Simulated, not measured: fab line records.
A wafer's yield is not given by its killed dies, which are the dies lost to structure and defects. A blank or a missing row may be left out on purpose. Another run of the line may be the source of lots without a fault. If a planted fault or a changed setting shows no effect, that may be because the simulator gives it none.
fab line records ; flow n5-finfet
record: lots: 4; wafers: 11; last-day: 18
route steps=1938 shown BEOL_M1@829 BEOL_M2@841 BEOL_M4@1111 PASSIVATION@1936
lots that met no fault: from a run of the same line without faults
start-h: the number of hours between the record's first day and the start of the first shown wafer of the lot ; wait-h: hours elapsed since this lot's preceding step ; " identical to the entry in the row above ; L1.1+2: one row covering several wafers at once ; - either no value or no given start ; * or withheld: withheld ; < > ~ a bound
route shown NAME@n: a module of which the file shows steps, and the number in the route of the first ; usual: average and standard deviation across the fault-free wafers ; same: alike in all rows ; chamber/n: place in a boat ; sites: each site's reading ; _std_site: how widely they spread, as a standard deviation ; _edge_site: inner sites' mean taken away from outer sites' mean ; radius-mm: how far each site lies from the wafer's centre ; mask NAME#n: copy n ; behind: the most recent tool/chamber to have shaped the wafer ; hold: why the lot was held/for how many hours/how that ended ; device: names the non-switching transistor (n, p or np) ; end of line: at the end of the route, the tests of the same wafers ; where a step has no rows: the recipe by itself ; killed: dies that structure and defects cost at the first sort, which is not the same as the wafer's yield ; map: a wafer's dies, x killed, . not, _ none there
set.NAME: the setting that was run; set.NAME@STEP: the one run at that earlier step ; model.NAME: the simulator's own value behind a step, which no gauge read
a table for each step, a row for each wafer; lots at some steps of the route
services: from which hour (start-h, from the record's first day; less than 0 if before it) a tool's chamber was out of use, for how many hours, and why
== steps ==
step: N5_BEOL_M1_ANNEAL_95
recipe: temp-c: 400; time-s: 240; ambient: vacuum
step: N5_BEOL_M1_SPUTTER_96
recipe: material: Cu; target-thk-a: 45; temp-c: -20; chamber-pressure-pa: 0.07; power-w: withheld; time-s: 8.29
step: N5_BEOL_M1_ECD_50
recipe: material: Cu; target-thk-a: 3000
step: N5_BEOL_M1_ANNEAL_51
recipe: temp-c: 225; time-s: 90; ambient: N2
step: N5_BEOL_M1_CMP_52
recipe: stop-on: SiOC; t-overpolish-s: 6.8; down-force-psi: 1; platen-rpm: 50; clearing-platen-down-force-psi: 1.5; clearing-platen-rpm: 50; post-cmp-clean: cu-alkaline; target-thk-nm: 40; clearing-platen-pad-velocity-m-s: 0.99484; pad-velocity-m-s: 0.99484
step: N5_BEOL_M1_PRE_CLEAN_60
recipe: gas: NH3/H2; time-s: 15; temp-c: *; rf-power-w: 300
step: N5_BEOL_M1_CO_CAP_55
recipe: material: Co; target-thk-a: 20; temp-c: 200; precursor: CCTBA/H2; pressure-torr: 30; time-s: 102.1
step: N5_BEOL_M1_PRE_CLEAN_56
recipe: gas: NH3; time-s: 15; temp-c: withheld; rf-power-w: 300
step: N5_BEOL_M1_DEP_57
recipe: material: SiCN; target-thk-a: 80; temp-c: withheld; precursor: 3MS/NH3; pressure-torr: 3; rf-w: 202; time-s: 14
step: N5_BEOL_M2_ILD_DEP_00
recipe: material: SiOC; target-thk-a: 790; temp-c: 350; precursor: DEMS/O2; pressure-torr: 5; rf-w: 500; time-s: 15.3
usual: heater-power-w: 509/48; showerhead-plenum-p-Torr: 5.695/0.019; throttle-valve-pct: 11.7/0.37
lot.wafer;tool;chamber;start-h;wait-h;heater-power-w;showerhead-plenum-p-Torr;throttle-valve-pct;model.SiOC_of_BEOL_M2_ILD_DEP_00.thk-nm
L291.2;pecvd-02;0;168.08;0.0;581;5.676;11.5;78.2
L291.3;pecvd-02;2;168.08;0.0;482;5.695;11.8;78.4
L291.5;pecvd-02;0;168.08;0.0;585;5.687;11.5;79.2
L301.2;pecvd-02;0;219.98;0.0;502;5.696;11.6;90.6
L301.5;pecvd-02;1;219.98;0.0;514;5.673;11.3;90.8
L304.2;pecvd-02;2;238.69;0.0;473;5.702;11.8;90
L304.3;pecvd-02;0;238.69;0.0;529;5.703;11.3;78.4
L304.4;pecvd-02;2;238.69;0.0;494;5.708;11.6;79.8
L310.1;pecvd-03;2;275.52;0.0;411;5.689;11.0;79.6
L310.2;pecvd-03;1;275.52;0.0;538;5.737;12.1;77.8
L310.3;pecvd-03;0;275.52;0.0;539;5.686;11.5;78
step: N5_BEOL_M2_THK_MEAS_01
recipe: reads: SiOC_of_BEOL_M2_ILD_DEP_00
usual: M2_ILD_THK: 79.2/1.1
lot.wafer;tool;chamber;start-h;wait-h;M2_ILD_THK[nm]
L291.2;film-metro-02;-;168.14;0.1;78.1
L291.3;film-metro-02;-;168.14;0.1;78.3
L291.5;film-metro-02;-;168.14;0.1;79.3
L301.2;film-metro-02;-;220.05;0.1;90.6
L301.5;film-metro-02;-;220.05;0.1;90.9
L304.2;film-metro-01;-;238.75;0.1;90.0
L304.3;film-metro-01;-;238.75;0.1;78.4
L304.4;film-metro-01;-;238.75;0.1;79.8
L310.1;film-metro-01;-;275.59;0.0;79.6
L310.2;film-metro-01;-;275.59;0.0;77.9
L310.3;film-metro-01;-;275.59;0.0;78.1
step: N5_BEOL_M2_PECVD_72
recipe: material: SiO2; target-thk-a: 160; temp-c: 400; precursor: TEOS/O2; pressure-torr: 5.5; rf-w: 450; teos-flow-sccm: 53.8; gas: O2; flow-sccm: 3000; time-s: 18
step: N5_BEOL_M2_HM_DEP_02
recipe: material: TiN; target-thk-a: 200; temp-c: 25; chamber-pressure-pa: 0.49996
step: N5_BEOL_M2_COAT_61
recipe: resist: SOC; temp-c: 250; time-s: 60; spin-rpm: 1500; resist-thk-nm: 60
step: N5_BEOL_M2_COAT_62
recipe: resist: SiARC; temp-c: 220; time-s: 60; spin-rpm: 1500; resist-thk-nm: 12
step: N5_BEOL_M2_COAT_73
recipe: resist: underlayer; temp-c: 205; time-s: 60; spin-rpm: 1500; resist-thk-nm: 5
step: N5_BEOL_M2_COAT_05
recipe: resist: CAR-EUV; spin-rpm: 1500; resist-thk-nm: 30
step: N5_BEOL_M2_EBR_07
recipe: solvent: PGMEA; ebr-width-mm: 1.5
step: N5_BEOL_M2_SOFTBAKE_06
recipe: temp-c: 110; time-s: 60; resist: CAR-EUV
step: N5_BEOL_M2_EXPOSE_08
recipe: mask-id: M2; na: 0.33; source-shape: dipole; sigma-inner: 0.369; sigma-outer: 0.767; polarization: unpolarized; dose-mj: 41.25
step: N5_BEOL_M2_PEB_09
recipe: peb-temp-c: 100; peb-time-s: 60; resist: CAR-EUV
step: N5_BEOL_M2_DEVELOP_10
recipe: develop-time-s: 30; developer: TMAH; resist: CAR-EUV; rinse-liquid: surfactant-rinse; dry: air-spin; dev-temp-c: 23
step: N5_BEOL_M2_DESCUM_16
recipe: chemistry: O2; time-s: 7; source-power-w: 50; bias-power-w: 20; pressure-mtorr: 20; rf-frequency-hz: 2.712e+07; temp-c: 40; resist: CAR-EUV; o2-flow-sccm: 225
step: N5_BEOL_M2_ETCH_74
recipe: chemistry: N2/H2; target: underlayer; target-depth-a: 65; mask-material: CAR-EUV; time-s: 5.2; ion-energy-ev: 200; pressure-mtorr: 30; source-w: 840; bias-w: 150; n2-flow-sccm: 200; h2-flow-sccm: 200; ends: cleared
step: N5_BEOL_M2_ETCH_63
recipe: chemistry: CF4; target: SiARC; target-depth-a: 156; mask-material: CAR-EUV; time-s: 26; ion-energy-ev: 80; pressure-mtorr: 40; source-w: 545; bias-w: 36; Ar_flow_sccm: 100; cf4-flow-sccm: 100; ends: cleared
step: N5_BEOL_M2_ETCH_64
recipe: chemistry: N2/H2; target: SOC; target-depth-a: 750; overetch-a: 225; mask-material: SiARC; temp-c: 40; time-s: 121.9; ion-energy-ev: 200; pressure-mtorr: 30; source-w: 840; bias-w: 150; n2-flow-sccm: 200; h2-flow-sccm: 200
step: N5_BEOL_M2_STRIP_65
recipe: chemistry: N2/H2; temp-c: 40; n2-flow-sccm: 200; h2-flow-sccm: 200; rf-frequency-hz: 6e+07
step: N5_BEOL_M2_STRIP_75
recipe: chemistry: N2/H2; temp-c: 40; n2-flow-sccm: 200; h2-flow-sccm: 200; rf-frequency-hz: 6e+07
step: N5_BEOL_M2_STRIP_66
recipe: chemistry: CF4; resist: SiARC; power-w: 300; bias-power-w: 75; pressure-mtorr: 50; cf4-flow-sccm: 150; rf-frequency-hz: 6e+07
step: N5_BEOL_M2_HM_OPEN_17
recipe: chemistry: Cl2/BCl3; target-depth-a: 200; overetch-a: 60; target: TiN; mask-material: SOC; ion-energy-ev: 150; pressure-mtorr: 10; icp-w: 1000; bias-w: 126; Cl2_flow_sccm: 53.25; bcl3-flow-sccm: 21.75; Ar_flow_sccm: 25
step: N5_BEOL_M2_STRIP_19
recipe: chemistry: O2; power-w: 400; temp-c: 40; pressure-mtorr: 30; rf-frequency-hz: 6e+07; bias-power-w: 0; overash-fraction: 0.2; o2-flow-sccm: 225
step: N5_BEOL_M2_COAT_67
recipe: resist: SOC; temp-c: 250; time-s: 60; spin-rpm: 1500; resist-thk-nm: 60
step: N5_BEOL_M2_COAT_68
recipe: resist: SiARC; temp-c: 220; time-s: 60; spin-rpm: 1500; resist-thk-nm: 12
step: N5_BEOL_M2_COAT_76
recipe: resist: underlayer; temp-c: 205; time-s: 60; spin-rpm: 1500; resist-thk-nm: 5
step: N5_BEOL_M2_COAT_22
recipe: resist: CAR-EUV; spin-rpm: 1500; resist-thk-nm: 30
step: N5_BEOL_M2_CMP_52
recipe: stop-on: SiOC; t-overpolish-s: 6.8; down-force-psi: 1; platen-rpm: 50; clearing-platen-down-force-psi: 1.5; clearing-platen-rpm: 50; post-cmp-clean: cu-alkaline; target-thk-nm: 40; clearing-platen-pad-velocity-m-s: 0.99484; pad-velocity-m-s: 0.99484
usual: motor-current-A: 6.3/0.65
lot.wafer;tool;chamber;start-h;wait-h;motor-current-A;model.SiOC_of_BEOL_M2_ILD_DEP_00.thk-nm
L291.3;cmp-01;1;176.26;0.2;6.3;75.4
L291.2;cmp-01;2;176.26;0.2;5.7;75.2
L291.5;cmp-01;1;176.26;0.2;6.8;76.2
L301.2;cmp-02;0;234.73;0.2;6.0;87.6
L301.5;cmp-02;3;234.73;0.2;6.5;87.8
L304.4;cmp-02;3;250.27;0.1;6.8;76.8
L304.2;cmp-02;0;250.27;0.1;5.7;87
L304.3;cmp-02;1;250.27;0.1;7.0;75.4
L310.2;cmp-02;3;283.90;0.2;6.8;74.8
L310.3;cmp-02;0;283.90;0.2;6.1;75
L310.1;cmp-02;1;283.90;0.2;6.6;76.6
step: N5_BEOL_M4_RC_MEAS_101
usual: DIBL_N: 36.3/1.8; DIBL_P: 36.5/2.1; IOFF_N: 0.16/0.031; IOFF_P: 0.22/0.038; ION_N: 677/12; ION_P: 466/7.8; SS_N: 71.5/0.61; SS_P: 73.2/0.7; VT_N: 249/3; VT_P: -248.9/3
lot.wafer;tool;chamber;start-h;wait-h;DIBL_N[mV/V];DIBL_P[mV/V];IOFF_N[nA/um];IOFF_P[nA/um];ION_N[uA/um];ION_P[uA/um];SS_N[mV/dec];SS_P[mV/dec];VT_N[mV];VT_P[mV]
L291.2;prober-02;0;207.22;0.2;35.4;34.5;0.15;0.20;692;476;70.6;73.4;250;-248.2
L291.3;prober-02;0;207.22;0.2;36.9;36.3;0.17;0.23;693;473;71.0;72.9;249;-246.7
L291.5;prober-02;0;207.22;0.2;36.6;36.1;0.16;0.22;697;473;71.6;73.3;251;-246.8
L301.2;prober-02;0;267.20;0.2;36.9;37.5;0.16;0.25;679;472;72.3;73.5;252;-248.5
L301.5;prober-02;0;267.20;0.2;35.7;36.7;0.16;0.25;690;483;70.9;72.9;250;-245.8
L304.2;prober-01;0;281.80;0.2;37.6;36.4;0.19;0.24;674;467;70.9;73.4;247;-246.8
L304.3;prober-01;0;281.80;0.2;37.2;36.3;0.18;0.24;689;471;71.5;72.4;249;-247.9
L304.4;prober-01;0;281.80;0.2;36.9;36.1;0.17;0.25;687;482;71.7;72.9;247;-246.1
L310.1;prober-01;0;312.93;0.0;35.7;36.9;0.17;0.24;669;463;72.0;73.1;249;-246.4
L310.2;prober-01;0;312.93;0.0;36.8;38.0;0.19;0.24;678;459;71.6;73.5;246;-250.0
L310.3;prober-01;0;312.93;0.0;34.5;36.0;0.16;0.22;679;471;71.5;72.5;246;-245.6
step: N5_PASSIVATION_PROBE_49
usual: defect-limited-yield: 91.2/1.5; killed_at_M0_to_M3: 33/9.6; killed_at_M4_up: 14/5.6; killed-at-contacts: 14/5.5; killed-at-front-end: 40/13; killed-at-other: 4/3; killed-dies: 104/17; killed-on-rim: 14/4.3; killed-open: 68/13; killed-short: 33/7.2; sort_bin_5_function: 5.2/0.95; sort_bin_6_memory: 3.3/0.62; sort-n-pass: 1076/17; sort-yield-pct: 91.2/1.5
same: gross-dies: 1180; killed-at-back-side: 0; sort_bin_4_leakage[%]: 0; sort_bin_8_speed[%]: 0
lot.wafer;tool;chamber;start-h;wait-h;defect-limited-yield[%];killed_at_M0_to_M3;killed_at_M4_up;killed-at-contacts;killed-at-front-end;killed-at-other;killed-dies;killed-on-rim;killed-open;killed-short;sort_bin_5_function[%];sort_bin_6_memory[%];sort-n-pass;sort-yield-pct[%]
L304.2;prober-02;-;397.79;0.1;90.8;29;17;8;51;3;108;19;71;36;5.5;3.3;1072;90.8
L304.3;prober-02;-;397.84;0.1;89.2;35;14;17;56;5;127;20;81;42;6.5;3.6;1053;89.2
L304.4;prober-02;-;397.89;0.2;89.4;39;16;14;53;3;125;18;89;29;5.6;4.3;1055;89.4
killed by level:class
L304.2 FIN_SAQP:geometric-particle:open=17 STI_FIN_REVEAL:geometric-particle:open=11 FIN_SAQP:geometric-particle:short=9 BEOL_M0_SAQP:geometric-particle:open=9 MOL_CONTACT_COAG:geometric-particle:open=8 BEOL_M3:geometric-particle:open=6 BEOL_M0_SAQP:geometric-particle:short=6 BEOL_M4:geometric-particle:short=6
L304.3 FIN_SAQP:geometric-particle:open=20 MOL_CONTACT_COAG:geometric-particle:open=15 FIN_SAQP:geometric-particle:short=13 BEOL_M2:geometric-particle:open=11 BEOL_M0_SAQP:geometric-particle:short=11 BEOL_M4:geometric-particle:open=8 DUMMY_GATE:geometric-particle:open=6 GATE_CUT:geometric-particle:short=6
L304.4 STI_FIN_REVEAL:geometric-particle:open=22 MOL_CONTACT_COAG:geometric-particle:open=12 BEOL_M0_SAQP:geometric-particle:open=12 FIN_SAQP:geometric-particle:open=8 BEOL_M1:geometric-particle:open=8 FIN_SAQP:geometric-particle:short=7 BEOL_M2:geometric-particle:open=6 BEOL_M0_SAQP:geometric-particle:short=4
== services ==
tool;chamber;start-h;hours;kind
pecvd-02;0;156.38;6.4;repair
cmp-01;-;168.40;1.6;repair
cmp-02;-;183.85;5.1;pm
pecvd-03;-;186.52;0.8;repair
pecvd-03;2;202.38;-;clean
pecvd-03;2;202.38;-;consumable-replace:showerhead
pecvd-03;2;202.38;29.0;scheduled-down
pecvd-03;2;202.38;29.0;vent-cycle
cmp-02;-;220.59;2.2;repair
cmp-02;-;235.42;0.2;repair
cmp-02;-;237.66;1.6;repair
pecvd-03;1;252.32;5.5;scheduled-down
cmp-02;-;260.11;0.7;repair
cmp-02;-;266.84;2.7;repair
cmp-02;-;277.51;4.0;pm
cmp-02;-;281.51;-;consumable-replace:conditioner
cmp-02;-;281.51;-;consumable-replace:pad
== key ==
first-sign: step: N5_BEOL_M2_THK_MEAS_01; reading: M2_ILD_THK; direction: up; sigmas: 10; usual: 79.2; struck: 90.5
effect none on later readings
model-effect: step: N5_BEOL_M2_ILD_DEP_00; value: SiOC_of_BEOL_M2_ILD_DEP_00.thk-nm; without: 79.27; struck: 90.47
model-effect: step: N5_BEOL_M2_CMP_52; value: SiOC_of_BEOL_M2_ILD_DEP_00.thk-nm; without: 76.27; struck: 87.47
met-at N5_BEOL_M2_ILD_DEP_00
struck-wafers L301.2,L301.5,L304.2
onset-between 168.08 219.98
fault: kind: process-parameter-drift; tool: pecvd-02; chamber: -; onset-h: 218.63; steps: N5_BEOL_M2_ILD_DEP_00; channel: target-thk-a; offset: *; shape: step; end-h: 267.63; scope: struck-wafers-only; acts-in: *; stated: *
